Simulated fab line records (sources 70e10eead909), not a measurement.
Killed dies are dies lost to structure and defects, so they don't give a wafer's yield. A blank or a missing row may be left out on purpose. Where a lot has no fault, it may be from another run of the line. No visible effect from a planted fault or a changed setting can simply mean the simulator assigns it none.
Chamber matching || flow nand_harc || NHARC_A_STAIRCASE_CMP_152 on cmp-02: 4 sister chambers
The step polishes. 4 wafers are shown with their chamber, then 7 later ones without.

EACH WAFER AND ITS CHAMBER
{"wafer": "L079.5", "chamber": 0, "motor_current_A (A)": 12.0}
{"wafer": "L079.6", "chamber": 1, "motor_current_A (A)": 10.6}
{"wafer": "L086.1", "chamber": 2, "motor_current_A (A)": 11.3}
{"wafer": "L086.2", "chamber": 3, "motor_current_A (A)": 11.3}

WAFERS WITH NO CHAMBER GIVEN
{"wafer": "L086.5", "motor_current_A (A)": 11.0}
{"wafer": "L092.1", "motor_current_A (A)": 9.6}
{"wafer": "L092.4", "motor_current_A (A)": 11.8}
{"wafer": "L092.5", "motor_current_A (A)": 11.3}
{"wafer": "L095.1", "motor_current_A (A)": 12.6}
{"wafer": "L095.3", "motor_current_A (A)": 11.4}
{"wafer": "L095.6", "motor_current_A (A)": 11.3}

WHICH CHAMBER EACH ONE RAN IN
{"wafer": "L086.5", "from the rows above": "can't be placed: 2 or 3 or 1 or 0", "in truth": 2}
{"wafer": "L092.1", "from the rows above": "can't be placed: 1 or 2 or 3", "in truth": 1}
{"wafer": "L092.4", "from the rows above": "can't be placed: 0 or 2 or 3", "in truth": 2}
{"wafer": "L092.5", "from the rows above": "can't be placed: 2 or 3 or 0 or 1", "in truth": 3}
{"wafer": "L095.1", "from the rows above": "can't be placed: 0 or 2 or 3", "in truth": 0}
{"wafer": "L095.3", "from the rows above": "can't be placed: 2 or 3 or 0 or 1", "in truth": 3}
{"wafer": "L095.6", "from the rows above": "can't be placed: 2 or 3 or 0 or 1", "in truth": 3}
Correctly placed: 0 of 7. From these rows, 7 cannot be placed; in 7 the true chamber is one of the candidates. Number placed wrongly: 0.
How it was worked out, from the rows above alone: a wafer's distance from a chamber is the root of the sum, over the readings, of the square of ((its reading less the chamber's mean) divided by the reading's scatter). If the next closest chamber is less than 2 further off than the closest, the wafer can't be placed; otherwise it belongs to the closest. The mean given for a chamber averages the wafers shown for that chamber. The scatter (one wafer shown for each chamber): square how far every hidden wafer sits from the nearest shown wafer, average those squares and take the square root.
